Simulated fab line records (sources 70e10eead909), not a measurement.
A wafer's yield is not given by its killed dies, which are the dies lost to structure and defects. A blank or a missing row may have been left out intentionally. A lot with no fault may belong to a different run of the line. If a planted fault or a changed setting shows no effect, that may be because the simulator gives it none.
Which tool did it? || flow nandHarc || 72 wafers sampled from 24 lots at 1 step of a route of 1302

WHAT THE GAUGES READ, wafer by wafer
NHARC_A_CHANNEL_HOLE_D2_CD_MEAS_18. Usual: cdNm 99.3 nm, standard deviation 1.6.
{"lot": "L075", "measured": "day 13 09:49", "on": "cdSem-02", "cdNm (nm)": "100.6 100.3 100.5", "flag": ""}
{"lot": "L074", "measured": "day 13 10:08", "on": "cdSem-02", "cdNm (nm)": "100.2 103.1 100.5", "flag": ""}
{"lot": "L077", "measured": "day 14 07:03", "on": "cdSem-01", "cdNm (nm)": "100.7 99.4 96.7", "flag": ""}
{"lot": "L076", "measured": "day 14 07:12", "on": "cdSem-01", "cdNm (nm)": "99.4 103.2 100.0", "flag": ""}
{"lot": "L079", "measured": "day 15 02:43", "on": "cdSem-03", "cdNm (nm)": "99.3 99.2 99.0", "flag": ""}
{"lot": "L078", "measured": "day 15 03:26", "on": "cdSem-03", "cdNm (nm)": "101.6 100.9 100.0", "flag": ""}
{"lot": "L080", "measured": "day 16 03:56", "on": "cdSem-02", "cdNm (nm)": "97.5 97.6 97.2", "flag": ""}
{"lot": "L081", "measured": "day 16 10:28", "on": "cdSem-02", "cdNm (nm)": "100.1 99.0 99.9", "flag": ""}
{"lot": "L082", "measured": "day 17 06:05", "on": "cdSem-03", "cdNm (nm)": "101.3 98.0 100.0", "flag": ""}
{"lot": "L084", "measured": "day 17 12:12", "on": "cdSem-02", "cdNm (nm)": "102.0 101.7 100.2", "flag": ""}
{"lot": "L083", "measured": "day 17 18:53", "on": "cdSem-03", "cdNm (nm)": "99.4 98.7 98.3", "flag": ""}
{"lot": "L085", "measured": "day 17 22:28", "on": "cdSem-01", "cdNm (nm)": "98.6 99.3 97.0", "flag": ""}
{"lot": "L087", "measured": "day 18 05:07", "on": "cdSem-01", "cdNm (nm)": "97.9 98.2 100.3", "flag": ""}
{"lot": "L086", "measured": "day 18 05:34", "on": "cdSem-01", "cdNm (nm)": "97.5 98.8 99.1", "flag": ""}
{"lot": "L088", "measured": "day 18 22:08", "on": "cdSem-03", "cdNm (nm)": "97.8 99.2 99.0", "flag": ""}
{"lot": "L089", "measured": "day 19 14:16", "on": "cdSem-01", "cdNm (nm)": "99.6 99.4 99.6", "flag": ""}
{"lot": "L090", "measured": "day 20 02:52", "on": "cdSem-01", "cdNm (nm)": "99.5 98.7 100.8", "flag": ""}
{"lot": "L091", "measured": "day 20 04:38", "on": "cdSem-02", "cdNm (nm)": "99.1 100.9 99.3", "flag": ""}
{"lot": "L093", "measured": "day 21 08:04", "on": "cdSem-03", "cdNm (nm)": "97.1 101.0 97.7", "flag": ""}
{"lot": "L094", "measured": "day 21 08:58", "on": "cdSem-03", "cdNm (nm)": "99.1 97.5 98.2", "flag": ""}
{"lot": "L092", "measured": "day 21 09:51", "on": "cdSem-02", "cdNm (nm)": "98.3 100.2 100.4", "flag": ""}
{"lot": "L096", "measured": "day 22 13:31", "on": "cdSem-02", "cdNm (nm)": "102.2 101.8 101.1", "flag": ""}
{"lot": "L095", "measured": "day 22 14:32", "on": "cdSem-01", "cdNm (nm)": "98.6 98.3 98.6", "flag": ""}
{"lot": "L097", "measured": "day 23 01:56", "on": "cdSem-02", "cdNm (nm)": "101.3 100.1 100.3", "flag": ""}

EACH LOT AND THE TOOL THAT RAN IT (in order: tool; ch and the chambers of the sampled wafers; start)
Before these readings, the record contains no process step.

AS READ BY THE TOOLS THEMSELVES (means over the sampled wafers that have a number; for cases with no such wafer, the mark the record gives instead)
The record holds no such reading with a usual standard deviation.

THE ANSWER, worked out from the rows above alone
Rule: a lot counts as off when the mean over its wafers that have a number is more than 3 standard deviations away from the usual mean. Also off: a lot with no number at a reading for which 4 or more lots have one. All remaining lots with rows at the step are treated as sound. The gauges are gone through in route order, then the tools' own readings, and for those a lot's mean is taken as printed above. The first step at which some lot is off is used, and at that step the reading that is off furthest; a lot without a number counts as furthest.
None of the lots is off at any reading shown; this tells nothing.

WHAT WAS PUT IN BY THE SIMULATOR
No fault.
